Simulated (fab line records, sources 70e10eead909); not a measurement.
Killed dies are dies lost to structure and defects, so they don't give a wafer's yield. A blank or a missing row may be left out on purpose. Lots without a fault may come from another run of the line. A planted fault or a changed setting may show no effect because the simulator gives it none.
fab line records | flow nand_harc
record lots=13 wafers=39 last_day=25
route steps=1159 shown P_BONDPAD@385 A_START@389 A_ZERO_WELL@403 A_ONON_D1@444 END@1159
lots that met no fault: from a run of the same line without faults
start_h: hours from the record's first day to the start of the lot's first wafer shown | wait_h: hours since the lot's step before | " the same as in the row above | L1.1+2: a row that stands for several wafers | - no value, or no start given | * or withheld: withheld | < > ~ a bound
route shown NAME@n: a module of which the file shows steps, and the number in the route of the first | usual: mean/standard deviation of fault-free wafers | same: alike in all rows | chamber/n: place in a boat | sites: the reading at each site | _std_site: their standard deviation | _edge_site: outer sites' mean less inner sites' | radius_mm: how far each site lies from the wafer's centre | mask NAME#n: copy n | behind: the tool/chamber that last shaped the wafer | hold: why the lot was held/for how many hours/how that ended | device: the transistor (n, p or np) that didn't switch | end of line: the same wafers' tests at the end of the route | a step without rows: its recipe alone | killed: dies lost to structure and defects at the first sort, not the wafer's yield | map: a wafer's dies, x killed, . not, _ none there
set.NAME: the setting as run; set.NAME@STEP: as run at that earlier step | model.NAME: the simulator's own value behind a step, which no gauge read
steps of the route over a sample of lots; a table a step, a row a wafer
services: from which hour (start_h, from the record's first day; less than 0 if before it) a tool's chamber was out of use, for how many hours, and why
## steps
# step NHARC_P_BONDPAD_INSPECT_23
# usual raw_defect_count=327/120
# columns lot.wafer tool chamber start_h wait_h raw_defect_count
L379.2 defect_inspect-02 - 136.98 0.0 334
L379.4 " - " " 402
L379.5 " - " " 382
L381.2 defect_inspect-01 - 149.07 0.0 396
L381.4 " - " " 337
L381.6 " - " " 229
L380.1 defect_inspect-02 - 152.16 0.0 297
L380.3 " - " " 310
L380.6 " - " " 362
L382.1 defect_inspect-01 - 153.33 0.0 265
L382.2 " - " " 289
L382.4 " - " " 349
L383.1 defect_inspect-01 - 166.66 0.0 263
L383.3 " - " " 229
L383.6 " - " " 349
L385.2 defect_inspect-01 - 171.42 0.0 224
L385.4 " - " " 320
L385.5 " - " " 206
L388.1 defect_inspect-02 - 189.46 0.0 495
L388.2 " - " " 647
L388.6 " - " " 890
L387.2 defect_inspect-02 - 191.94 0.0 511
L387.3 " - " " 709
L387.4 " - " " 232
L392.1 defect_inspect-01 - 222.70 0.0 207
L392.3 " - " " 216
L392.4 " - " " 360
L395.1 defect_inspect-02 - 233.30 0.0 332
L395.3 " - " " 339
L395.5 " - " " 338
L397.2 defect_inspect-01 - 257.11 0.0 286
L397.3 " - " " 377
L397.5 " - " " 286
L399.1 defect_inspect-02 - 260.06 0.0 165
L399.4 " - " " 313
L399.6 " - " " 380
L401.2 defect_inspect-01 - 273.31 0.0 295
L401.4 " - " " 315
L401.5 " - " " 218
# step NHARC_A_START_INSPECT_01
# usual raw_defect_count=3.5/1.8
# columns lot.wafer tool chamber start_h wait_h raw_defect_count
L379.2 defect_inspect-01 - 137.45 - 2
L379.4 " - " " 1
L379.5 " - " " 4
L381.2 defect_inspect-02 - 149.53 - 2
L381.4 " - " " 2
L381.6 " - " " 6
L380.1 defect_inspect-02 - 152.63 - 8
L380.3 " - " " 5
L380.6 " - " " 4
L382.1 defect_inspect-02 - 153.80 - 0
L382.2 " - " " 1
L382.4 " - " " 2
L383.1 defect_inspect-01 - 167.14 - 4
L383.3 " - " " 5
L383.6 " - " " 5
L385.2 defect_inspect-01 - 171.89 - 5
L385.4 " - " " 4
L385.5 " - " " 3
L388.1 defect_inspect-01 - 189.93 - 4
L388.2 " - " " 1
L388.6 " - " " 6
L387.2 defect_inspect-02 - 192.41 - 2
L387.3 " - " " 2
L387.4 " - " " 5
L392.1 defect_inspect-01 - 223.19 - 1
L392.3 " - " " 3
L392.4 " - " " 3
L395.1 defect_inspect-02 - 233.79 - 1
L395.3 " - " " 3
L395.5 " - " " 4
L397.2 defect_inspect-02 - 257.58 - 1
L397.3 " - " " 1
L397.5 " - " " 3
L399.1 defect_inspect-01 - 260.55 - 4
L399.4 " - " " 5
L399.6 " - " " 3
L401.2 defect_inspect-02 - 273.78 - 0
L401.4 " - " " 4
L401.5 " - " " 4
# step NHARC_A_ZERO_WELL_DESCUM_12
# recipe time_s=3 o2_flow_sccm=200 ar_flow_sccm=0 bias_power_w=0 chemistry=O2
# usual drypump_motor_current_A=5.8/0.35 oes_product_au=0.994/0.013 rf_vpp_V=57.9/0.88 showerhead_plenum_p_Torr=1.94/0.077 throttle_valve_pct=11.312/0.0088
# columns lot.wafer tool chamber start_h wait_h drypump_motor_current_A oes_product_au rf_hours_counter_h rf_vpp_V showerhead_plenum_p_Torr throttle_valve_pct
L379.2 rie_diel-12 3 138.32 - 5.1 0.985 7 57.8 1.78 11.305
L379.4 " 2 " " 5.5 0.974 7 59.7 1.87 11.312
L379.5 " 3 " " 5.1 0.982 - 57.4 1.78 11.305
L381.4 rie_diel-02 3 150.53 - 5.8 0.992 19 56.6 1.93 11.317
L381.2 " 2 " " 5.9 1.000 16 58.4 2.04 11.320
L381.6 " 3 " " 5.8 0.988 - 56.9 1.93 11.322
L380.3 rie_diel-12 1 153.63 - 5.6 0.994 8 59.4 1.92 11.311
L380.1 " 0 " " 5.9 1.007 8 58.0 1.93 11.319
L380.6 " 1 " " 5.6 0.982 - 58.0 1.92 11.300
L382.4 rie_diel-12 2 154.81 - 5.5 0.986 8 57.3 1.86 11.325
L382.1 " 3 " " 5.1 0.974 8 58.5 1.78 11.311
L382.2 " 0 " " 5.9 1.014 8 58.9 1.93 11.325
L383.1 rie_diel-01 3 168.15 - 5.8 0.981 2 57.2 1.91 11.313
L383.3 " 0 " " 6.1 1.003 2 58.4 2.01 11.319
L383.6 " 1 " " 5.4 1.001 - 58.3 1.96 11.313
L385.2 rie_diel-01 2 172.89 - 6.0 0.976 1 60.1 2.03 11.313
L385.4 " 1 " " 5.4 0.997 2 56.7 1.96 11.330
L385.5 " 2 " " 6.0 0.979 - 57.9 2.03 11.312
L388.2 rie_diel-12 3 190.95 - 5.1 0.992 11 56.7 1.78 11.307
L388.1 " 1 " " 5.6 0.993 10 57.8 1.92 11.302
L388.6 " 3 " " 5.1 0.986 - 57.0 1.78 11.316
L387.2 rie_diel-02 1 193.28 - 6.5 0.977 3 56.5 1.86 11.291
L387.4 " 2 " " 5.9 0.995 3 60.2 2.04 11.319
L387.3 " 3 " " 5.8 1.014 3 57.7 1.93 11.300
L392.1 rie_diel-12 2 224.20 - 5.5 0.977 0 56.9 1.86 11.321
L392.4 " 3 " " 5.1 0.994 0 57.2 1.78 11.303
L392.3 " 0 " " 5.9 1.013 0 58.3 1.93 11.315
L395.3 rie_diel-01 3 234.80 - 5.8 0.984 7 58.3 1.91 11.310
L395.1 " 0 " " 6.1 0.999 7 58.6 2.00 11.306
L395.5 " 2 " " 6.0 0.981 - 58.0 2.03 11.303
L397.3 rie_diel-01 1 258.45 - 5.4 1.001 9 58.7 1.96 11.305
L397.2 " 0 " " 6.1 0.998 9 60.0 2.00 11.323
L397.5 " 2 " " 6.0 0.979 - 58.4 2.03 11.319
L399.4 rie_diel-02 0 261.56 - 5.8 1.017 10 57.3 2.02 11.317
L399.1 " 3 " " 5.7 1.004 9 58.5 1.93 11.311
L399.6 " 1 " " 6.5 0.982 - 56.0 1.86 11.341
L401.4 rie_diel-02 0 274.78 - 5.8 1.018 11 57.8 2.02 11.327
L401.2 " 1 " " 6.5 0.987 11 58.0 1.86 11.328
L401.5 " 0 " " 5.8 1.012 - 59.1 2.02 11.328
# step NHARC_A_ONON_D1_DEP_28
# recipe target_thk_a=10000 n2_flow_sccm=2750 n2o_flow_sccm=2000 nh3_flow_sccm=500 sih4_flow_sccm=210 temp_c=400
# columns lot.wafer tool chamber start_h wait_h
L379.2+4+5 pecvd_onon-01 0 175.51 0.1
L380.1+3+6 pecvd_onon-01 0 184.19 0.1
L381.2+4+6 pecvd_onon-03 0 184.20 0.1
L382.1+2+4 pecvd_onon-02 0 192.69 0.1
L383.1+3+6 pecvd_onon-02 0 201.87 0.1
L385.2+4+5 pecvd_onon-03 0 208.84 0.1
L388.1+2+6 pecvd_onon-03 0 223.85 0.1
L387.2+3+4 pecvd_onon-02 0 223.93 0.1
L392.1+3+4 pecvd_onon-02 0 257.47 0.1
L395.1+3+5 pecvd_onon-03 0 266.31 0.1
L397.2+3+5 pecvd_onon-03 0 291.05 0.1
L399.1+4+6 pecvd_onon-01 0 295.82 0.1
L401.2+4+5 pecvd_onon-02 0 318.55 0.1
# step NHARC_A_ONON_D1_THK_MEAS_30
# recipe thk_meas_gauge=ellipsometry
# usual thk_nm=1000/9.3
# columns lot.wafer tool chamber start_h wait_h thk_nm
L379.2 film_metro-01 - 175.97 - 998
L379.4 " - " " 996
L379.5 " - " " 995
L381.2 film_metro-01 - 184.65 - 986
L381.4 " - " " 985
L381.6 " - " " 986
L380.1 film_metro-01 - 184.73 - 1009
L380.3 " - " " 1010
L380.6 " - " " 1010
L382.1 film_metro-01 - 193.20 - 1014
L382.2 " - " " 1014
L382.4 " - " " 1013
L383.1 film_metro-01 - 202.38 - 1012
L383.3 " - " " 1010
L383.6 " - " " 1010
L385.2 film_metro-01 - 209.29 - 976
L385.4 " - " " 976
L385.5 " - " " 975
L388.1 film_metro-01 - 224.35 - 994
L388.2 " - " " 993
L388.6 " - " " 994
L387.2 film_metro-01 - 224.39 - 1591
L387.3 " - " " 1593
L387.4 " - " " 1592
L392.1 film_metro-01 - 258.00 - 1594
L392.3 " - " " 1592
L392.4 " - " " 1593
L395.1 film_metro-01 - 266.82 - 1003
L395.3 " - " " 1004
L395.5 " - " " 1005
L397.2 film_metro-01 - 291.51 - 1003
L397.3 " - " " 1002
L397.5 " - " " 1004
L399.1 film_metro-01 - 296.33 - 1006
L399.4 " - " " 1009
L399.6 " - " " 1008
L401.2 film_metro-01 - 319.00 - 1000
L401.4 " - " " 1002
L401.5 " - " " 1001
# step NHARC_END_SORT_01
# recipe temp_c=25
# usual killed_at_array=24/8.7 killed_at_other=0.8/1.2 killed_at_periphery=3.6/2.3 killed_dies=28/8.9 killed_open=3.2/1.9 killed_short=2.0/1.6
# same gross_dies=677
# columns lot.wafer tool chamber start_h wait_h killed_at_array killed_at_other killed_at_periphery killed_dies killed_open killed_short
L387.2 prober-02 0 518.97 2.8 667 4 6 677 5 3
L387.3 prober-02 0 519.78 3.1 672 2 3 677 5 2
L387.4 prober-02 0 520.59 3.4 667 3 7 677 2 2
L392.1 prober-01 0 553.93 2.5 676 1 0 677 1 0
L392.3 prober-01 0 555.50 3.1 675 1 1 677 3 0
L392.4 prober-01 0 556.29 3.4 674 0 3 677 8 1
# killed by level:class
L387.2 A_ONON_D1:area_dep=640 A_SLIT:chamber_film_flake=15 A_CONTACT:chamber_film_flake=4 THIN_TSV:chamber_film_flake=4 A_CHANNEL_HOLE_D1:chamber_film_flake=3 P_STI:geometric_particle:short=1 P_CONTACT:geometric_particle:open=1 P_M0:geometric_particle:short=1
L387.3 A_ONON_D1:area_dep=654 A_SLIT:chamber_film_flake=8 A_CONTACT:chamber_film_flake=3 A_BLC:geometric_particle:open=2 A_CHANNEL_HOLE_D1:chamber_film_flake=2 P_M0:geometric_particle:short=1 P_M2:geometric_particle:open=1 A_CHANNEL_HOLE_D1:geometric_particle:short=1
L387.4 A_ONON_D1:area_dep=638 A_SLIT:chamber_film_flake=12 A_CHANNEL_HOLE_D1:chamber_film_flake=8 A_CONTACT:chamber_film_flake=4 P_GATE:chamber_film_flake=3 THIN_TSV:chamber_film_flake=3 P_STI:chamber_film_flake=2 A_WL_FILL:chamber_film_flake=2
L392.1 A_ONON_D1:area_dep=645 A_CHANNEL_HOLE_D1:chamber_film_flake=15 A_SLIT:chamber_film_flake=10 A_CONTACT:chamber_film_flake=3 A_M0:chamber_film_flake=2 A_SGD_CUT:geometric_particle:open=1 THIN_TSV:chamber_film_flake=1
L392.3 A_ONON_D1:area_dep=633 A_SLIT:chamber_film_flake=22 A_CHANNEL_HOLE_D1:chamber_film_flake=13 A_ZERO_WELL:chamber_film_flake=2 A_CONTACT:chamber_film_flake=2 P_M1:geometric_particle:open=1 A_SGD_CUT:geometric_particle:open=1 A_BLC:geometric_particle:open=1
L392.4 A_ONON_D1:area_dep=632 A_CHANNEL_HOLE_D1:chamber_film_flake=16 A_SLIT:chamber_film_flake=15 A_BLC:geometric_particle:open=3 A_CONTACT:chamber_film_flake=2 P_CONTACT:geometric_particle:open=1 P_M0:geometric_particle:open=1 A_ONON_D1:geometric_particle:short=1
## services
# columns tool chamber start_h hours kind
rie_diel-12 0 132.41 - clean
rie_diel-12 1 132.41 - clean
rie_diel-12 2 132.41 - clean
rie_diel-12 3 132.41 - clean
rie_diel-01 - 137.82 9.0 pm
rie_diel-12 - 144.09 0.6 repair
rie_diel-01 2 148.38 8.2 repair
rie_diel-02 - 150.78 9.0 pm
pecvd_onon-03 - 153.00 13.0 pm
rie_diel-12 0 156.91 - clean
rie_diel-12 1 156.91 - clean
rie_diel-12 2 156.91 - clean
rie_diel-12 3 156.91 - clean
rie_diel-12 0 181.42 - clean
rie_diel-01 - 184.53 0.7 repair
pecvd_onon-01 - 195.00 13.0 pm
rie_diel-12 - 202.41 9.0 pm
rie_diel-02 1 219.32 3.7 repair
rie_diel-02 1 223.10 4.4 repair
rie_diel-12 0 259.94 7.4 repair
rie_diel-12 1 282.08 6.6 repair
pecvd_onon-02 - 292.00 13.0 pm
rie_diel-12 1 313.79 10.2 repair
rie_diel-01 - 314.82 9.0 pm
## key
first_sign step=NHARC_A_ONON_D1_THK_MEAS_30 reading=thk_nm direction=up sigmas=64 usual=1000 struck=1592
effect step=NHARC_END_SORT_01 reading=killed_at_array direction=up sigmas=74 usual=24 struck=672
more_kills_born_at NHARC_A_ONON_D1_DEP_28@pecvd_onon-02=3842
met_at NHARC_A_ONON_D1_DEP_28
struck_lots L387,L392
struck_wafers L387.2,L387.3,L387.4,L392.1,L392.3,L392.4
later_rows_left_out L387.2,L387.3,L387.4,L392.1,L392.3,L392.4
tester_left_out L387,L392
not_acting_at NHARC_P_BONDPAD_INSPECT_23,NHARC_A_START_INSPECT_01,NHARC_A_ZERO_WELL_DESCUM_12
onset_between 201.87 223.93
fault kind=process_parameter_drift tool=pecvd_onon-02 chamber=0 onset_h=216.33 steps=NHARC_A_ONON_D1_DEP_28 channel=target_thk_a offset=* shape=step end_h=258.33 acts_in=* stated=*
# tester_left_out: of these lots the tester's yield and bins aren't shown, on N5 and GAA mostly nor the transistor test; their killed dies are dies lost to structure and defects alone, not to doping, threshold or leakage, so they don't give the yield
# later_rows_left_out: the simulator's readings of these wafers behind a module that went badly wrong aren't trusted and aren't shown, but for the sort
